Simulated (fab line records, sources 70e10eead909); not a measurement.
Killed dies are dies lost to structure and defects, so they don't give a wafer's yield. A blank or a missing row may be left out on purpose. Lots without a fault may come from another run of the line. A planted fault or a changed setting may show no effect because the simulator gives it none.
A struck lot beside a sound one | flow nand_harc | 14 steps out of a route of 1159
Sound: wafers L857.4, L857.5, L857.6. Struck: wafer L874.6. The cause comes at the end.
At each step with rows: each side's tool, then ch and its chambers, then its first start. Under that, the readings that differ: sound wafers | struck wafers | difference of the means | sigmas: that difference in standard deviations of wafers without a fault.
alike: readings whose means differ by less than 2 such deviations, and words and numbers that are the same on both sides. not compared: withheld readings, readings that some wafer has no value for, bounds like >300 that may hide the same value, and numbers for which the record gives no deviation and whose values overlap.
The two part at a step that has a row with sigmas, a row that says differs or no value, or rows on one side only. Numbers that don't overlap but have no deviation are shown without sigmas and don't part them. A reading that every wafer of one side lacks parts them only if that side has two wafers or more.

NHARC_A_CONTACT_CVD_19: deposits W, target thk 300 nm, time 802 s.
  sound on cvd_w-02 ch 0,1; struck on cvd_w-02 ch 1
  reading            | sound          | struck | difference | sigmas
  mfc_h2_sccm (sccm) | 1607 1603 1609 | 1594   | -12        | -3
  alike: heater_power_w, throttle_valve_pct
NHARC_A_CONTACT_CMP_20: polishes, t overpolish 30 s, target thk 300 nm.
  sound on cmp-04 ch 0,3, day 17 06:29; struck on cmp-04 ch 3, day 22 11:33
  alike: motor_current_A, overpolish_run_s, time_to_endpoint_s
then, 1 step without rows for these wafers: NHARC_A_CONTACT_SRD_22.
NHARC_A_CONTACT_INSPECT_23:
  sound on defect_inspect-02, day 17 06:52; struck on defect_inspect-02, day 22 11:51
  alike: raw_defect_count
then, 7 steps without rows for these wafers: NHARC_A_BLC_DEHYDRATE_00 (time 120 s); NHARC_A_BLC_HMDS_01 (time 30 s); NHARC_A_BLC_COAT_02 (time 75 s); NHARC_A_BLC_COAT_03 (time 65 s); NHARC_A_BLC_COAT_04 (resist thk 90 nm); NHARC_A_BLC_SOFTBAKE_05 (time 55 s); NHARC_A_BLC_EBR_06.
NHARC_A_BLC_EXPOSE_07: exposes mask A BLC, target cd 100 nm.
  sound on arfi_scanner-02 ch 0, day 17 07:15; struck on arfi_scanner-03 ch 0, day 22 12:07
  reading              | sound             | struck | difference | sigmas
  exposure_dose_mJ_cm2 | 67.94 67.91 67.86 | 68.26  | +0.36      | +5
  focus_offset_nm (nm) | -0.4 0.5 0.3      | 2.0    | +1.9       | +3
  alike: mask
then, 1 step without rows for these wafers: NHARC_A_BLC_PEB_08 (peb time 65 s).
-- the record jumps here: 2 days lie between the struck wafers' starts before and after (it left off in module A_BLC and takes up again in module END, whose first step shown is number 1159 of the route) --
NHARC_END_SORT_01:
  the record has rows for the struck wafers here (prober-01 ch 0, day 24 18:36) and none for the sound ones

WHERE THEY PART
First at NHARC_A_CONTACT_CVD_19; last, within this record, at NHARC_END_SORT_01.

WHY: what the simulator had put in
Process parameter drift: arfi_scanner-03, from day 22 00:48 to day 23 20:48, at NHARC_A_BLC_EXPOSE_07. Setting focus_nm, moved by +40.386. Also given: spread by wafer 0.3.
